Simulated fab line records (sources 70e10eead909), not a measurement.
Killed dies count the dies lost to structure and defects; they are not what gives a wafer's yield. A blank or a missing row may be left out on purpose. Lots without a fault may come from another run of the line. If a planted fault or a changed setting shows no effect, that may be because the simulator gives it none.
Matching of chambers + flow nand-harc + 4 sister chambers for NHARC_A_CONTACT_ETCH_110 on rie-diel-02
The step etches the open film in CF4/O2, target depth 60 nm, overetch 6 nm, time 33 s. 4 wafers are shown with their chamber, then 10 later ones without.

## EACH WAFER AND ITS CHAMBER
| wafer  | chamber | showerhead-plenum-p-Torr (Torr) |
|--------|---------|---------------------------------|
| L088.2 | 2       | 1.38                            |
| L088.3 | 3       | 1.24                            |
| L090.1 | 0       | 1.43                            |
| L090.2 | 1       | 1.43                            |

## WAFERS MISSING THEIR CHAMBER
| wafer  | showerhead-plenum-p-Torr (Torr) |
|--------|---------------------------------|
| L090.3 | 1.38                            |
| L092.2 | 1.38                            |
| L092.4 | 1.43                            |
| L092.5 | 1.23                            |
| L095.2 | 1.43                            |
| L095.4 | 1.43                            |
| L095.5 | 1.43                            |
| L096.2 | 1.23                            |
| L096.4 | 1.38                            |
| L096.6 | 1.43                            |

## THE CHAMBER EACH PASSED THROUGH
| wafer  | from the rows above     | in truth |
|--------|-------------------------|----------|
| L090.3 | 2                       | 2        |
| L092.2 | 2                       | 2        |
| L092.4 | can't be placed: 0 or 1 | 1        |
| L092.5 | 3                       | 3        |
| L095.2 | can't be placed: 0 or 1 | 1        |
| L095.4 | can't be placed: 0 or 1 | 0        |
| L095.5 | can't be placed: 0 or 1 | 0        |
| L096.2 | 3                       | 3        |
| L096.4 | 2                       | 2        |
| L096.6 | can't be placed: 0 or 1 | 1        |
5 of 10 placed correctly. These rows do not allow placing 5 (true chamber among the candidates in 5). Placed wrongly: 0.
How it was worked out, from the rows above alone: a wafer's distance from a chamber is the root of the sum, over the readings, of the square of ((its reading less the chamber's mean) divided by the reading's scatter). If the next closest chamber is less than 2 further off than the closest, the wafer can't be placed; otherwise it belongs to the closest. For every chamber, the mean is computed from those of its wafers that are shown. The scatter: root of mean squared gap, hidden wafer to nearest shown wafer, with one shown wafer a chamber.
